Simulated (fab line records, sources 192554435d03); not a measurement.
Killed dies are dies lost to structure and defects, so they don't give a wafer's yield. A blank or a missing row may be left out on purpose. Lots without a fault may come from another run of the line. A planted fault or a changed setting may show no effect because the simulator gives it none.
Which tool did it? | flow n5_finfet | 9 lots, 27 wafers sampled, at 7 steps of a route of 1938

WHAT THE GAUGES READ, wafer by wafer
N5_BEOL_M13_OVL_MEAS_29. Usual: M13_OVL -2 nm, standard deviation 6.4.
lot  | measured     | on         | M13_OVL (nm) | flag
L308 | day 13 14:49 | overlay-01 | -8 1 1       |
L309 | day 14 05:38 | overlay-01 | 9 -3 -3      |
L313 | day 14 22:52 | overlay-01 | 7 -1 4       |
L311 | day 15 18:13 | overlay-01 | 9 9 11       |
L323 | day 18 09:11 | overlay-01 | 1 1 -4       |
L327 | day 18 21:07 | overlay-01 | -6 2 -9      |
L330 | day 19 10:33 | overlay-02 | -3 -11 -5    |
L329 | day 19 11:11 | overlay-01 | -1 -4 9      |
L328 | day 21 00:22 | overlay-02 | 9 -13 -8     |

N5_BEOL_M13_OCD_MEAS_35. Usual: trench_depth_nm 416 nm, standard deviation 7.2.
lot  | measured     | on     | trench_depth_nm (nm) | flag
L308 | day 13 15:27 | ocd-02 | 419 409 411          |
L309 | day 14 06:26 | ocd-02 | 415 421 410          |
L313 | day 14 23:31 | ocd-01 | 414 412 426          |
L311 | day 15 19:11 | ocd-02 | 421 420 418          |
L323 | day 18 09:49 | ocd-02 | 425 405 405          |
L327 | day 18 22:20 | ocd-01 | 397 403 388          |
L330 | day 19 11:11 | ocd-02 | 422 424 416          |
L329 | day 19 11:53 | ocd-02 | 414 417 426          |
L328 | day 21 01:00 | ocd-02 | 409 425 418          |

N5_BEOL_M13_THK_MEAS_50: measures by xrf. Usual: M13_THK 433 nm, standard deviation 7.8.
lot  | measured     | on            | M13_THK (nm) | flag
L308 | day 13 18:32 | film_metro-02 | 432 423 422  |
L309 | day 14 13:25 | film_metro-02 | 433 437 431  |
L313 | day 15 03:47 | film_metro-01 | 425 424 440  |
L311 | day 15 23:37 | film_metro-01 | 442 438 436  |
L323 | day 18 12:54 | film_metro-01 | 445 423 424  |
L327 | day 19 00:36 | film_metro-01 | 418 420 407  |
L330 | day 19 18:42 | film_metro-02 | 443 442 435  |
L329 | day 19 21:17 | film_metro-01 | 432 434 438  |
L328 | day 21 03:12 | film_metro-02 | 428 445 436  |

N5_BEOL_M13_RS_MEAS_54: measures by four-point-probe. Usual: M13_RS 0.0447 ohm/sq, standard deviation 0.00078.
lot  | measured     | on            | M13_RS (ohm/sq)      | flag
L308 | day 13 18:40 | film_metro-02 | 0.0444 0.0454 0.0454 |
L309 | day 14 13:33 | film_metro-02 | 0.0447 0.0442 0.0452 |
L313 | day 15 03:55 | film_metro-01 | 0.0451 0.0450 0.0436 |
L311 | day 15 23:44 | film_metro-02 | 0.0443 0.0445 0.0446 |
L323 | day 18 13:02 | film_metro-01 | 0.0436 0.0460 0.0457 |
L327 | day 19 00:44 | film_metro-02 | 0.0467 0.0462 0.0478 |
L330 | day 19 18:50 | film_metro-01 | 0.0440 0.0438 0.0448 |
L329 | day 19 21:25 | film_metro-01 | 0.0448 0.0444 0.0438 |
L328 | day 21 03:20 | film_metro-02 | 0.0455 0.0436 0.0447 |

WHICH TOOL RAN EACH LOT (tool, then ch and the chambers of the sampled wafers, then the start)
lot  | N5_BEOL_M13_VIA_ETCH_16            | N5_BEOL_M13_ETCH_67                | N5_BEOL_M13_TRENCH_ETCH_34
L308 | rie_diel-03 ch 2,3, day 13 13:53   | rie_diel-02 ch 1,2, day 13 14:55   | rie_diel-02 ch 1,2, day 13 15:17
L309 | rie_diel-03 ch 1,2,3, day 14 04:49 | rie_diel-03 ch 1,2,3, day 14 05:53 | rie_diel-03 ch 1,2,3, day 14 06:16
L313 | rie_diel-02 ch 0,3, day 14 22:04   | rie_diel-02 ch 0,1,3, day 14 22:58 | rie_diel-02 ch 0,1,3, day 14 23:20
L311 | rie_diel-06 ch 2,3, day 15 17:25   | rie_diel-03 ch 1,3, day 15 18:39   | rie_diel-03 ch 1,3, day 15 19:01
L323 | rie_diel-03 ch 0,1,3, day 18 08:23 | rie_diel-02 ch 0,2, day 18 09:16   | rie_diel-02 ch 0,2, day 18 09:38
L327 | rie_diel-03 ch 0,3, day 18 20:12   | rie_diel-02 ch 0,1,2, day 18 21:48 | rie_diel-02 ch 0,1,2, day 18 22:10
L330 | rie_diel-02 ch 0,1,2, day 19 09:38 | rie_diel-03 ch 0,1,3, day 19 10:39 | rie_diel-03 ch 0,1,3, day 19 11:01
L329 | rie_diel-06 ch 0,2,3, day 19 10:16 | rie_diel-03 ch 0,1,3, day 19 11:20 | rie_diel-03 ch 0,1,3, day 19 11:42
L328 | rie_diel-06 ch 2,3, day 20 23:31   | rie_diel-06 ch 0,1,2, day 21 00:27 | rie_diel-06 ch 0,1,2, day 21 00:49
- N5_BEOL_M13_VIA_ETCH_16: etches SiOC in C4F8/O2/Ar, target depth 921.7 nm.
- N5_BEOL_M13_ETCH_67: etches SiARC in CF4, target depth 143 nm, time 238.3 s.
- N5_BEOL_M13_TRENCH_ETCH_34: etches SiOC in C4F8/O2/Ar, target depth 413.47 nm, time 162.6 s.

WHAT THE TOOLS THEMSELVES READ (means of the sampled wafers that have a number; where no wafer has one, the mark that the record gives instead)
N5_BEOL_M13_VIA_ETCH_16. Usual: drypump_motor_current_A 5.7 A, standard deviation 0.39; oes_product_au 0.73 a.u., standard deviation 0.069; rf_fwd_power_W 2993 W, standard deviation 8.4; rf_vpp_V 666 V, standard deviation 3.7; showerhead_plenum_p_Torr 3.42 Torr, standard deviation 0.12; throttle_valve_pct 24.09 %, standard deviation 0.24.
lot  | tool        | drypump_motor_current_A (A) | oes_product_au (a.u.) | rf_fwd_power_W (W) | rf_vpp_V (V) | showerhead_plenum_p_Torr (Torr) | throttle_valve_pct (%) | flag
L308 | rie_diel-03 | 5.6                         | 0.77                  | 2998               | 672          | 3.59                            | 24.10                  |
L309 | rie_diel-03 | 5.7                         | 0.79                  | 2988               | 670          | 3.54                            | 24.15                  |
L313 | rie_diel-02 | 5.8                         | 0.77                  | 2987               | 665          | 3.42                            | 24.29                  |
L311 | rie_diel-06 | 5.3                         | 0.75                  | 2993               | 664          | 3.38                            | 24.12                  |
L323 | rie_diel-03 | 5.7                         | 0.74                  | 2998               | 668          | 3.48                            | 24.12                  |
L327 | rie_diel-03 | 5.5                         | 0.71                  | 2987               | 668          | 3.52                            | 24.11                  |
L330 | rie_diel-02 | 5.6                         | 0.69                  | 2996               | 661          | 3.26                            | 24.33                  |
L329 | rie_diel-06 | 5.6                         | 0.70                  | 2990               | 665          | 3.39                            | 24.07                  |
L328 | rie_diel-06 | 5.3                         | 0.71                  | 2988               | 665          | 3.42                            | 24.12                  |

N5_BEOL_M13_ETCH_67. Usual: drypump_motor_current_A 5.7 A, standard deviation 0.36; etch_rf_on_time_s 233 s, standard deviation 5.9; oes_product_au 0.69 a.u., standard deviation 0.072; rf_fwd_power_W 543.3 W, standard deviation 1.4; rf_vpp_V 184.0 V, standard deviation 1.3; showerhead_plenum_p_Torr 2.13 Torr, standard deviation 0.082; throttle_valve_pct 15.52 %, standard deviation 0.14.
lot  | tool        | drypump_motor_current_A (A) | etch_rf_on_time_s (s) | oes_product_au (a.u.) | rf_fwd_power_W (W) | rf_vpp_V (V) | showerhead_plenum_p_Torr (Torr) | throttle_valve_pct (%) | flag
L308 | rie_diel-02 | 5.6                         | 235                   | 0.64                  | 542.7              | 181.2        | 2.00                            | 15.62                  |
L309 | rie_diel-03 | 5.7                         | 233                   | 0.77                  | 543.3              | 185.7        | 2.22                            | 15.52                  |
L313 | rie_diel-02 | 5.7                         | 239                   | 0.67                  | 543.8              | 183.8        | 2.12                            | 15.55                  |
L311 | rie_diel-03 | 5.6                         | 232                   | 0.79                  | 543.4              | 184.8        | 2.20                            | 15.61                  |
L323 | rie_diel-02 | 5.7                         | 236                   | 0.67                  | 542.7              | 182.3        | 2.01                            | 15.68                  |
L327 | rie_diel-02 | 5.6                         | 233                   | 0.66                  | 543.9              | 183.2        | 2.04                            | 15.64                  |
L330 | rie_diel-03 | 5.7                         | 228                   | 0.71                  | 543.2              | 183.6        | 2.17                            | 15.56                  |
L329 | rie_diel-03 | 5.7                         | 227                   | 0.70                  | 543.2              | 184.4        | 2.17                            | 15.56                  |
L328 | rie_diel-06 | 5.6                         | 233                   | 0.69                  | 543.5              | 184.7        | 2.15                            | 15.37                  |

N5_BEOL_M13_TRENCH_ETCH_34. Usual: drypump_motor_current_A 5.7 A, standard deviation 0.36; oes_product_au 0.80 a.u., standard deviation 0.084; rf_fwd_power_W 2989 W, standard deviation 9.8; rf_vpp_V 665 V, standard deviation 3.9; showerhead_plenum_p_Torr 3.41 Torr, standard deviation 0.12; throttle_valve_pct 24.12 %, standard deviation 0.22.
lot  | tool        | drypump_motor_current_A (A) | oes_product_au (a.u.) | rf_fwd_power_W (W) | rf_vpp_V (V) | showerhead_plenum_p_Torr (Torr) | throttle_valve_pct (%) | flag
L308 | rie_diel-02 | 5.6                         | 0.75                  | 2993               | 659          | 3.22                            | 24.25                  |
L309 | rie_diel-03 | 5.8                         | 0.88                  | 2982               | 670          | 3.54                            | 24.15                  |
L313 | rie_diel-02 | 5.7                         | 0.79                  | 2991               | 665          | 3.39                            | 24.19                  |
L311 | rie_diel-03 | 5.6                         | 0.92                  | 2980               | 668          | 3.52                            | 24.31                  |
L323 | rie_diel-02 | 5.7                         | 0.77                  | 2990               | 659          | 3.22                            | 24.41                  |
L327 | rie_diel-02 | 5.6                         | 0.76                  | 2995               | 661          | 3.27                            | 24.33                  |
L330 | rie_diel-03 | 5.7                         | 0.82                  | 2988               | 667          | 3.47                            | 24.14                  |
L329 | rie_diel-03 | 5.7                         | 0.82                  | 2989               | 668          | 3.47                            | 24.15                  |
L328 | rie_diel-06 | 5.6                         | 0.81                  | 2985               | 667          | 3.43                            | 23.93                  |

THE ANSWER, worked out from the rows above alone
Rule: a lot is off if the mean of its wafers that have a number lies more than 3 standard deviations from the usual mean. A lot without any number at a reading at which 4 lots or more have one is off too. The other lots that the step has rows for count as sound. The gauges are gone through in route order, then the tools' own readings, and for those a lot's mean is taken as printed above. The first step at which some lot is off is used, and at that step the reading that is off furthest; a lot without a number counts as furthest.
No lot is off at any reading shown: from this, nothing can be told.

WHAT THE SIMULATOR HAD PUT IN
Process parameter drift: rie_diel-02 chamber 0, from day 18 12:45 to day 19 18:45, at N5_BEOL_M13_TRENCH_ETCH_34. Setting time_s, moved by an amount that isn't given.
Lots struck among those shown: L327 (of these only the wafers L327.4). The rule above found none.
